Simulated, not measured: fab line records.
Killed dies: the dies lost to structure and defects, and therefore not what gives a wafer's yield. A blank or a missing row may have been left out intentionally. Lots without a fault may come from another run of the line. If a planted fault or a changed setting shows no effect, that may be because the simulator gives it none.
Chamber matching / flow nand harc / NHARC_A_WL_FILL_ETCHBACK_26 on rie si-04 has 4 sister chambers
The step etches the open film in HBr, target depth 52 nm, time 13.3 s. 14 wafers are shown with their chamber, then 7 later ones without.

WAFERS PAIRED WITH THEIR CHAMBERS
wafer=L375.1; chamber=2; oes product au (a.u.)=1.012; throttle valve pct (%)=23.270
wafer=L375.2; chamber=1; oes product au (a.u.)=0.992; throttle valve pct (%)=23.257
wafer=L375.5; chamber=3; oes product au (a.u.)=0.994; throttle valve pct (%)=23.258
wafer=L380.2; chamber=3; oes product au (a.u.)=1.007; throttle valve pct (%)=23.266
wafer=L380.3; chamber=1; oes product au (a.u.)=1.005; throttle valve pct (%)=23.273
wafer=L380.6; chamber=3; oes product au (a.u.)=1.001; throttle valve pct (%)=23.276
wafer=L381.2; chamber=0; oes product au (a.u.)=0.991; throttle valve pct (%)=23.277
wafer=L381.3; chamber=1; oes product au (a.u.)=0.996; throttle valve pct (%)=23.262
wafer=L381.5; chamber=2; oes product au (a.u.)=1.013; throttle valve pct (%)=23.270
wafer=L383.2; chamber=0; oes product au (a.u.)=0.985; throttle valve pct (%)=23.278
wafer=L383.3; chamber=1; oes product au (a.u.)=1.006; throttle valve pct (%)=23.254
wafer=L383.5; chamber=3; oes product au (a.u.)=0.995; throttle valve pct (%)=23.273
wafer=L391.2; chamber=1; oes product au (a.u.)=1.008; throttle valve pct (%)=23.263
wafer=L391.5; chamber=3; oes product au (a.u.)=0.981; throttle valve pct (%)=23.269

SIGNATURES (averages over the wafers above)
reading=oes product au; chamber 0=0.98800; chamber 1=1.00140; chamber 2=1.01250; chamber 3=0.99560; scatter within a chamber=0.00767
reading=throttle valve pct; chamber 0=23.27750; chamber 1=23.26180; chamber 2=23.27000; chamber 3=23.26840; scatter within a chamber=0.00636
Rule: a wafer lies at a distance from a chamber equal to the root of the sum of squares, over the readings, of (its reading less the chamber's mean, divided by the reading's scatter). The wafer belongs to the nearest chamber; if the next one is less than 2 further off, it can't be placed. The scatter is the square root of a quotient: the sum, over the shown wafers, of each reading's squared deviation from its chamber's mean, divided by wafers minus chambers.

WAFERS WITH NO CHAMBER GIVEN
wafer=L391.6; oes product au (a.u.)=0.984; throttle valve pct (%)=23.271
wafer=L394.1; oes product au (a.u.)=1.027; throttle valve pct (%)=23.261
wafer=L394.2; oes product au (a.u.)=0.992; throttle valve pct (%)=23.263
wafer=L394.4; oes product au (a.u.)=0.994; throttle valve pct (%)=23.274
wafer=L396.3; oes product au (a.u.)=0.989; throttle valve pct (%)=23.266
wafer=L396.4; oes product au (a.u.)=1.010; throttle valve pct (%)=23.274
wafer=L396.5; oes product au (a.u.)=1.021; throttle valve pct (%)=23.266

EACH ONE'S CHAMBER
wafer=L391.6; from the rows above=can't be placed: 0 or 3 or 1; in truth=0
wafer=L394.1; from the rows above=can't be placed: 2 or 1 or 3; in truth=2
wafer=L394.2; from the rows above=can't be placed: 3 or 1 or 0 or 2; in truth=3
wafer=L394.4; from the rows above=can't be placed: 3 or 0 or 1 or 2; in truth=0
wafer=L396.3; from the rows above=can't be placed: 3 or 1 or 0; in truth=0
wafer=L396.4; from the rows above=can't be placed: 2 or 3 or 1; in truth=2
wafer=L396.5; from the rows above=can't be placed: 2 or 1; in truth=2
Correctly placed: 0 of 7. Can't be placed from these rows: 7 (the true chamber is among the candidates in 7). 0 placed wrongly.
